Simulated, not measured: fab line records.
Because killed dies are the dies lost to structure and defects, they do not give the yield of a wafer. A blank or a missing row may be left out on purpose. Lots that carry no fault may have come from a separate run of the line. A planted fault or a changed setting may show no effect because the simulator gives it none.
Matching of chambers | flow n5-finfet | N5_BEOL_M9_ETCH_62 on rie-diel-04 has 4 sister chambers
The step etches SOC in N2/H2, target depth 110 nm, overetch 22 nm, time 165 s. 8 wafers are shown with their chamber, then 10 later ones without.

## WAFERS PAIRED WITH THEIR CHAMBERS
wafer  | chamber | showerhead-plenum-p-Torr (Torr) | throttle-valve-pct (%)
L077.4 | 3       | 2.69                            | 17.89
L078.3 | 0       | 2.40                            | 18.17
L078.4 | 0       | 2.40                            | 18.17
L086.1 | 1       | 2.61                            | 17.66
L086.3 | 3       | 2.68                            | 17.93
L086.5 | 2       | 2.51                            | 17.77
L091.3 | 1       | 2.60                            | 17.67
L091.5 | 2       | 2.51                            | 17.79

## WAFERS WHOSE CHAMBER IS MISSING
wafer  | showerhead-plenum-p-Torr (Torr) | throttle-valve-pct (%)
L091.6 | 2.68                            | 17.95
L094.1 | 2.60                            | 17.67
L094.5 | 2.60                            | 17.69
L094.6 | 2.72                            | 17.72
L095.1 | 2.50                            | 17.81
L095.4 | 2.71                            | 17.75
L095.5 | 2.50                            | 17.80
L097.2 | 2.60                            | 17.69
L097.3 | 2.71                            | 17.74
L097.5 | 2.71                            | 17.75

## EACH ONE'S CHAMBER
wafer  | from the rows above | in truth
L091.6 | 3                   | 3
L094.1 | 1                   | 1
L094.5 | 1                   | 1
L094.6 | 3                   | 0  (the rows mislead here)
L095.1 | 2                   | 2
L095.4 | 3                   | 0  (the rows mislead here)
L095.5 | 2                   | 2
L097.2 | 1                   | 1
L097.3 | 3                   | 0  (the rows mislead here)
L097.5 | 3                   | 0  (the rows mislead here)
Placed correctly: 6 of 10. From these rows, 0 cannot be placed. 4 placed wrongly.
How it was worked out, from the rows above alone: a wafer's distance from a chamber is the root of the sum, over the readings, of the square of ((its reading less the chamber's mean) divided by the reading's scatter). The wafer belongs to the nearest chamber; if the next one is less than 2 further off, it can't be placed. For every chamber, the mean is computed from those of its wafers that are shown. The scatter: the root of (the sum of the squares of (reading less its chamber's mean) over the shown wafers, divided by (wafers less chambers)).
